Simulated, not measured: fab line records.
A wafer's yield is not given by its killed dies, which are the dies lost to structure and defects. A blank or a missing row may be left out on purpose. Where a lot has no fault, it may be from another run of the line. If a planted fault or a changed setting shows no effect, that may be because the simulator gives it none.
Matching of chambers | flow n5Finfet | N5_MOL_CONTACT_COAG_ETCH_106 on rieDiel-01: 4 sister chambers
The step etches SOC in N2/H2, target depth 80 nm, overetch 16 nm, time 120 s. 4 wafers are shown with their chamber, then 9 later ones without.

WAFERS, EACH WITH ITS CHAMBER
wafer  | chamber | drypumpMotorCurrentA (A)
L084.1 | 1       | 5.3
L088.1 | 0       | 5.1
L088.2 | 2       | 5.3
L088.4 | 3       | 6.1

WAFERS WITHOUT THEIR CHAMBER
wafer  | drypumpMotorCurrentA (A)
L090.1 | 5.3
L090.4 | 5.1
L090.6 | 5.1
L095.1 | 5.3
L095.3 | 5.1
L095.6 | 5.2
L096.1 | 5.2
L096.2 | 6.1
L096.4 | 5.2

WHICH CHAMBER EACH WENT THROUGH
wafer  | from the rows above          | in truth
L090.1 | can't be placed: 1 or 2      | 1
L090.4 | 0                            | 0
L090.6 | 0                            | 0
L095.1 | can't be placed: 1 or 2      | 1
L095.3 | 0                            | 0
L095.6 | can't be placed: 1 or 2 or 0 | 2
L096.1 | can't be placed: 1 or 2 or 0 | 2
L096.2 | 3                            | 3
L096.4 | can't be placed: 1 or 2 or 0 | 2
Correctly placed: 4 of 9. These rows do not allow placing 5 (true chamber among the candidates in 5). Wrongly placed: 0.
How it was worked out, from the rows above alone: a wafer's distance from a chamber is the root of the sum, over the readings, of the square of ((its reading less the chamber's mean) divided by the reading's scatter). The wafer belongs to the nearest chamber; if the next one is less than 2 further off, it can't be placed. Each chamber's mean is taken over the wafers shown for it. The scatter (one wafer shown for each chamber): square how far every hidden wafer sits from the nearest shown wafer, average those squares and take the square root.
